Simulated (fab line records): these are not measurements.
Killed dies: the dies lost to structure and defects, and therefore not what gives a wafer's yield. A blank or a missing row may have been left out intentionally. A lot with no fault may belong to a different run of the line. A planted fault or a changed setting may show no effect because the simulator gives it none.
Matching of chambers	flow nand harc	4 sister chambers for NHARC_P_GATE_DESCUM_61 on rie diel-07
The step chemistry O2, time 3 s. 6 wafers are shown with their chamber, then 7 later ones without.

WAFERS, EACH WITH ITS CHAMBER
wafer	chamber	showerhead plenum p Torr (Torr)	drypump motor current A (A)
L075.4	3	2.07	5.6
L087.2	1	1.87	4.7
L087.4	3	2.06	5.5
L087.6	0	1.86	6.7
L087.1	2	2.02	6.0
L087.3	0	1.86	6.7

WAFERS WHOSE CHAMBER IS MISSING
wafer	showerhead plenum p Torr (Torr)	drypump motor current A (A)
L087.5	2.06	5.5
L094.1	2.01	6.0
L094.4	1.85	6.7
L094.6	1.87	4.7
L097.1	2.01	5.9
L097.2	1.86	4.8
L097.6	1.86	4.8

CHAMBER TAKEN BY EACH
wafer	from the rows above	in truth
L087.5	3	3
L094.1	2	2
L094.4	0	0
L094.6	1	1
L097.1	2	2
L097.2	1	1
L097.6	1	1
Correctly placed: 7 of 7. Can't be placed from these rows: 0. Number placed wrongly: 0.
How it was worked out, from the rows above alone: a wafer's distance from a chamber is the root of the sum, over the readings, of the square of ((its reading less the chamber's mean) divided by the reading's scatter). The wafer belongs to the nearest chamber; if the next one is less than 2 further off, it can't be placed. A chamber's mean is the mean of its shown wafers. The scatter: take each reading less its chamber's mean, square it, sum over the shown wafers, divide by the number of wafers less the number of chambers, and take the root.
